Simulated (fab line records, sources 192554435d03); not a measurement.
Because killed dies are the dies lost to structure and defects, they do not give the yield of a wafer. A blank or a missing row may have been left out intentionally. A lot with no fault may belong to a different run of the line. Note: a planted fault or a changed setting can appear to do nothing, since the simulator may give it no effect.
Chamber matching | flow n5_finfet | N5_GATE_CUT_CMP_43 on cmp-04: 4 sister chambers
The step polishes SiO2. 8 wafers are shown with their chamber, then 8 later ones without.

== WAFERS PAIRED WITH THEIR CHAMBERS ==
wafer  | chamber | motor_current_A (A) | slurry_filter_dp_kPa (kPa)
L077.5 | 1       | 12.3                | 13.50
L081.6 | 3       | 12.9                | 13.11
L088.3 | 3       | 13.3                | 13.60
L088.6 | 2       | 11.0                | 13.39
L089.2 | 0       | 11.4                | 13.47
L089.3 | 1       | 12.8                | 13.62
L089.5 | 2       | 11.1                | 13.53
L091.2 | 0       | 10.7                | 13.31

== WAFERS WITH NO CHAMBER GIVEN ==
wafer  | motor_current_A (A) | slurry_filter_dp_kPa (kPa)
L091.5 | 12.8                | 13.32
L091.6 | 10.8                | 13.64
L093.2 | 11.9                | 13.29
L093.4 | 10.7                | 13.33
L093.6 | 12.6                | 13.42
L095.2 | 11.0                | 13.43
L095.5 | 12.8                | 13.42
L095.6 | 10.9                | 13.70

== CHAMBER TAKEN BY EACH ==
wafer  | from the rows above               | in truth
L091.5 | can't be placed: 3 or 1           | 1
L091.6 | can't be placed: 2 or 0           | 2
L093.2 | can't be placed: 1 or 0 or 2 or 3 | 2
L093.4 | can't be placed: 0 or 2           | 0
L093.6 | can't be placed: 1 or 3           | 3
L095.2 | can't be placed: 2 or 0           | 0
L095.5 | can't be placed: 3 or 1           | 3
L095.6 | can't be placed: 2 or 0           | 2
Placed correctly: 0 of 8. These rows do not allow placing 8 (true chamber among the candidates in 8). 0 placed wrongly.
How it was worked out, from the rows above alone: a wafer's distance from a chamber is the root of the sum, over the readings, of the square of ((its reading less the chamber's mean) divided by the reading's scatter). The wafer belongs to the nearest chamber; if the next one is less than 2 further off, it can't be placed. Each chamber's mean is taken over the wafers shown for it. The scatter: take each reading less its chamber's mean, square it, sum over the shown wafers, divide by the number of wafers less the number of chambers, and take the root.
